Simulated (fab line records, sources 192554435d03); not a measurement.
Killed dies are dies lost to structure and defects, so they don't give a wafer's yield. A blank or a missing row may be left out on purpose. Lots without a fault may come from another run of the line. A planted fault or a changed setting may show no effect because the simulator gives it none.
Problem report in the 8D (eight disciplines) form, filled by code | flow n5_finfet | the parts of the form that need people (team, actions taken, sign-off) are left out

1. THE PROBLEM
RS_NWELL at N5_BEOL_M4_RC_MEAS_101 reads a mean of 1401 ohm/sq on 9 wafers of 3 lots; wafers without a fault read 1037 ohm/sq with a standard deviation of 6.9. That is +53 standard deviations from the usual mean.
First seen on wafer L724.2, day 11 06:26, on prober-01. The record holds 27 wafers of 9 lots with a number at this step. Rule for "out", or "out of limits": more than 4 standard deviations from the usual mean. The other wafers with a number count as sound.

2. WHAT IT IS AND WHAT IT IS NOT
question                    | is                     | is not
which readings at this step | RS_NWELL               | DIBL_N, DIBL_P, IOFF_N, IOFF_P, ION_N, ION_P, SS_N, SS_P, VT_N, VT_P
which lots                  | L723, L724, L726       | L716, L727, L729, L732, L737, L738
which wafers of those lots  | all that have a number | -
read on which gauges        | prober-01              | prober-02
when                        | from day 11 06:26      | up to then (3 sound wafers); but 15 sound wafers of L727, L729, L732, L737, L738 came after

3. SUSPECTS, AND WHAT RULES EACH OUT
Counting: a tool at a process step up to the reading stays a suspect if it ran every lot that is out and no sound lot after the first of them.
- the gauge at N5_BEOL_M4_RC_MEAS_101: ruled out. All the wafers that are out were read on prober-01, but those of them that N5_WELL_APT_IMPLANT_14 has rows for are out there too, on other tools.
- implanter-02 at N5_WELL_APT_IMPLANT_14: ruled out as a lasting fault. Sound lots L737, L738 ran on it after its first lot that is out, L723 (day 3 14:12).
Left after counting: nothing in the record.

4. THE CAUSE (what the simulator had put in)
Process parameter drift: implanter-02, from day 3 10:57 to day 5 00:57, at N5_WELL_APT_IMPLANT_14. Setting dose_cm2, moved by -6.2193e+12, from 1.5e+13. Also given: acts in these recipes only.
Counting ruled it out, wrongly: the rule takes a fault to strike every lot that its tool runs from its start on, and this one did not.

5. THE CHAIN OF EFFECTS, in route order
Each row: a reading whose mean over the struck wafers that have a number lies more than 3 standard deviations from the usual. Only readings for which the record gives a usual standard deviation are gone through. hours: the time from each lot's start at the first step in this table that gives one to its start at this step, as a median over the lots. sigmas: the change in usual standard deviations.
hours | step                   | reading            | usual       | on struck wafers | change      | sigmas
0     | N5_WELL_APT_IMPLANT_14 | dose_ions_cm2      | 1.4995e+13  | 8.7756e+12       | -6.2194e+12 | -99 or more
0     | N5_WELL_APT_IMPLANT_14 | faraday_current_uA | 190         | 112              | -78         | -20
183   | N5_BEOL_M4_RC_MEAS_101 | RS_NWELL           | 1037 ohm/sq | 1401             | +364        | +53
The process steps in it:
- N5_WELL_APT_IMPLANT_14

6. WHAT WOULD HAVE CAUGHT IT SOONER
In this record the first reading out of limits at a measuring or inspecting step was taken at day 11 06:26, 187 hours after the fault began at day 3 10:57.
The tool's own readings at N5_WELL_APT_IMPLANT_14 were out on every struck wafer that the step has a row for (dose_ions_cm2, faraday_current_uA): an alarm limit on them would have fired on the first of those.
